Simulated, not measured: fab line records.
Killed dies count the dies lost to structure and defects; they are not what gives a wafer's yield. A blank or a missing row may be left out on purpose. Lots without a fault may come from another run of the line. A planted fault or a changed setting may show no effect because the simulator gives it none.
A lot that was struck, set against a sound lot / flow n5Finfet / 36 steps out of a route of 1938
Sound: wafers L459.1, L459.3, L459.5. Struck: wafer L447.5; the same lot's L447.2 was not struck, so it is left out; see the end for the cause.
Each step with rows lists, per side, the tool, then ch with its chambers, then its first start. Under that, the readings that differ: sound wafers / struck wafers / difference of the means / sigmas: that difference in standard deviations of wafers without a fault.
alike: readings whose means differ by less than 2 such deviations, and words and numbers that are the same on both sides. not compared: withheld readings, readings that some wafer has no value for, bounds like >300 that may hide the same value, and numbers for which the record gives no deviation and whose values overlap.
The two part at a step that has a row with sigmas, a row that says differs or no value, or rows on one side only. Non-overlapping numbers with no deviation appear without sigmas and do not part them. Lack of a reading on every wafer of one side parts them only where that side has two or more wafers.

first, 8 steps without rows for these wafers: N5_BEOL_M6_SPUTTER_48 (material Cu, target thk 10 nm, time 1.667 s); N5_BEOL_M6_ECD_50 (material Cu, target thk 300 nm); N5_BEOL_M6_ANNEAL_51 (time 90 s); N5_BEOL_M6_CMP_52 (polishes, stops on SiCOH lowk, t overpolish 6.9 s, target thk 80 nm); N5_BEOL_M6_PRE_CLEAN_55 (time 15 s); N5_BEOL_M6_DEP_56 (deposits SiCN from 3MS/NH3, target thk 10 nm, time 17.5 s); N5_BEOL_M7_ILD_DEP_00 (deposits SiCOH lowk from DEMS/porogen, target thk 179.75 nm, time 33.4 s); N5_BEOL_M7_CURE_74 (cures SiCOH lowk, time 240 s).
N5_BEOL_M7_PECVD_70: deposits SiO2 from TEOS/O2, target thk 20 nm, time 22.7 s.
  sound on pecvd-02 ch 0,2, day 15 01:31; struck on pecvd-02 ch 0, day 11 18:29
reading=model.SiO2_of_BEOL_M7_PECVD_70.thkNm (nm); sound=20.2 20.2 20.2; struck=27.2; difference=+7.0; sigmas=
  alike: heaterPowerW, showerheadPlenumPTorr, showerheadVppV, throttleValvePct
then, 25 steps without rows for these wafers: N5_BEOL_M7_HM_DEP_02 (deposits TiN, target thk 20 nm); N5_BEOL_M7_COAT_59 (time 60 s, resist thk 100 nm); N5_BEOL_M7_COAT_60 (time 60 s, resist thk 35 nm); N5_BEOL_M7_COAT_05 (resist thk 90 nm); N5_BEOL_M7_EBR_07; N5_BEOL_M7_SOFTBAKE_06 (time 60 s); N5_BEOL_M7_EXPOSE_08 (exposes mask M7); N5_BEOL_M7_PEB_09 (peb time 60 s); N5_BEOL_M7_DEVELOP_10 (develop time 30 s); N5_BEOL_M7_DESCUM_16 (chemistry O2, time 7.9 s); N5_BEOL_M7_ETCH_61 (etches SiARC in CF4, target depth 45.5 nm, time 75.8 s); N5_BEOL_M7_ETCH_62 (etches SOC in N2/H2, target depth 110 nm, overetch 22 nm, time 165 s); N5_BEOL_M7_STRIP_68 (strips in N2/H2); N5_BEOL_M7_STRIP_67 (strips in CF4); N5_BEOL_M7_HM_OPEN_17 (chemistry Cl2/BCl3, target TiN, target depth 20 nm, overetch 6 nm); N5_BEOL_M7_STRIP_19 (strips in O2); N5_BEOL_M7_COAT_63 (time 60 s, resist thk 60 nm); N5_BEOL_M7_COAT_64 (time 60 s, resist thk 12 nm); N5_BEOL_M7_COAT_71 (time 60 s, resist thk 5 nm); N5_BEOL_M7_COAT_22 (resist thk 30 nm); N5_BEOL_M7_EBR_24; N5_BEOL_M7_SOFTBAKE_23 (time 60 s); N5_BEOL_M7_EXPOSE_25 (exposes mask V6, target cd 40 nm); N5_BEOL_M7_PEB_26 (peb time 60 s); N5_BEOL_M7_DEVELOP_27 (develop time 30 s).
N5_BEOL_M7_HM_STRIP_39: strips TiN in peroxide tin strip, target depth 25 nm, time 158 s.
  sound on wetBench-06 ch 0,1,6, day 15 07:37; struck on wetBench-05 ch 2, day 11 22:16
reading=model.SiO2_of_BEOL_M7_PECVD_70.thkNm (nm); sound=20 20 20; struck=27; difference=+7; sigmas=
N5_BEOL_M7_CMP_52: polishes, stops on SiCOH lowk, t overpolish 6.9 s, target thk 80 nm.
  sound on cmp-02 ch 1,2,3, day 15 10:13; struck on cmp-01 ch 0, day 12 02:22
reading=barrierFieldEndpointS (s); sound=28.9 28.6 28.6; struck=36.9; difference=+8.2; sigmas=+11
  alike: motorCurrentA

== WHERE THEY PART ==
At N5_BEOL_M7_CMP_52 and nowhere else, as far as this record goes.

WHY: what had been put in by the simulator
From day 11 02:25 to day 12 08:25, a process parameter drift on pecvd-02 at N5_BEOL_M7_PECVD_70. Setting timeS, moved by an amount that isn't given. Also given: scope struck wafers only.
